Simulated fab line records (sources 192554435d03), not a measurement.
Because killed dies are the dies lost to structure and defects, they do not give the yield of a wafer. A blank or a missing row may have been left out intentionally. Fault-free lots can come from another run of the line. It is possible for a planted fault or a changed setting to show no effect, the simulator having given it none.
Lot-split experiment -- flow n5 finfet -- 7 lots, 39 wafers read, on a route of 1938 steps

== THE SPLIT ==
At N5_PASSIVATION_PASS_ETCH_47 (etches SiNx in CF4/O2, target depth 770 nm, time 385 s), the setting time s was moved away from the recipe's 385 s on 15 of the 39 wafers read, by -59.0% to +46.1%. For the rest of the wafers, this setting stayed at what the recipe calls for.

The reading is taken at the split's own step.

== THE READING ==
etch.depth nm (the simulator's own value, which no gauge read), in nm, at N5_PASSIVATION_PASS_ETCH_47 (etches SiNx in CF4/O2, target depth 770 nm, time 385 s). The file gives no usual value for it. Average 772.8 nm, standard deviation 7.8 nm, over the 24 wafers here run with the recipe.

wafer,"tool, chamber at the split","time s as run, s",against the recipe,"etch.depth nm, nm",against lot-mates on the recipe
L074.1,"rie diel-01, 1",385,recipe,774.6,-
L074.2,"rie diel-01, 0",385,recipe,789.3,-
L074.3,"rie diel-01, 2",385,recipe,766,-
L074.4,"rie diel-01, 3",385,recipe,769.5,-
L074.5,"rie diel-01, 1",385,recipe,777,-
L074.6,"rie diel-01, 2",385,recipe,767,-
L077.1,"rie diel-01, 0",385,recipe,784.8,-
L077.2,"rie diel-01, 1",385,recipe,769.4,-
L077.6,"rie diel-01, 1",385,recipe,772.3,-
L075.1,"rie diel-06, 3",385,recipe,761.5,-
L075.2,"rie diel-06, 0",385,recipe,772.3,-
L075.3,"rie diel-06, 2",385,recipe,771.4,-
L075.4,"rie diel-06, 3",158.5,-58.8%,313.2,-455.2
L075.5,"rie diel-06, 2",158.5,-58.8%,319.7,-448.7
L075.6,"rie diel-06, 0",158.5,-58.8%,315.5,-452.9
L079.1,"rie diel-06, 2",385,recipe,781.8,-
L079.2,"rie diel-06, 3",385,recipe,767.2,-
L079.3,"rie diel-06, 0",562.6,+46.1%,1123,+346.3
L079.4,"rie diel-06, 3",562.6,+46.1%,1124,+347.3
L079.5,"rie diel-06, 2",385,recipe,781.1,-
L079.6,"rie diel-06, 0",562.6,+46.1%,1125,+348.3
L088.1,"rie diel-01, 2",385,recipe,757.2,-
L088.2,"rie diel-01, 3",157.9,-59.0%,313.2,-452.2
L088.3,"rie diel-01, 1",385,recipe,767.5,-
L088.4,"rie diel-01, 0",157.9,-59.0%,325.3,-440.1
L088.5,"rie diel-01, 1",385,recipe,771.4,-
L088.6,"rie diel-01, 0",157.9,-59.0%,325,-440.4
L093.1,"rie diel-04, 2",385,recipe,763.6,-
L093.2,"rie diel-04, 1",385,recipe,772.8,-
L093.3,"rie diel-04, 0",269.9,-29.9%,549.4,-219.9
L093.4,"rie diel-04, 0",269.9,-29.9%,549.5,-219.8
L093.5,"rie diel-04, 1",269.9,-29.9%,542.6,-226.7
L093.6,"rie diel-04, 2",385,recipe,771.4,-
L097.1,"rie diel-01, 3",210.9,-45.2%,417.5,-361.7
L097.2,"rie diel-01, 1",385,recipe,769.8,-
L097.3,"rie diel-01, 2",385,recipe,784.9,-
L097.4,"rie diel-01, 0",385,recipe,782.9,-
L097.5,"rie diel-01, 1",210.9,-45.2%,419.6,-359.6
L097.6,"rie diel-01, 0",210.9,-45.2%,429.8,-349.4

FIT RESULTS
A straight line over all 39 wafers: etch.depth nm changes by +7.68 nm for each +1% of time s; r = +1.00; the points scatter about the line by 7.1 nm.
The same after taking each lot's own level away (the mean of its wafers on the recipe; 39 wafers): +7.62 nm for each +1%; r = +1.00; scatter 7.3 nm.
According to that fit, moving time s by its largest amount changes the reading by 4.5e+02 nm.
Measured against the standard deviation above, the lots' own levels, which go from 765.37 to 779.20 nm, span 1.8 times it.
Consequently the slope shifts little with the lot-to-lot level, the two slopes agreeing.
Check: with one of the wafers moved furthest among these (-59.0%) left out of the fit, the line predicts -450 nm for it against its lot-mates. Against them it came out at -452 nm.

== OTHER SPLITS ON THESE WAFERS ==
Other splits were also applied to these wafers ahead of the reading. Each is held against what the fit with the lots' levels taken away leaves over:
other split on the same wafers,wafers away from the commonest value,r with etch.depth nm (lot level and that fit taken away)
N5_BEOL_M15_ILD_DEP_00 target thk a,15,+0.05

== FILE'S OWN FIT ==
etch.depth nm changes by +7.63 nm for each +1% of time s, r = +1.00.
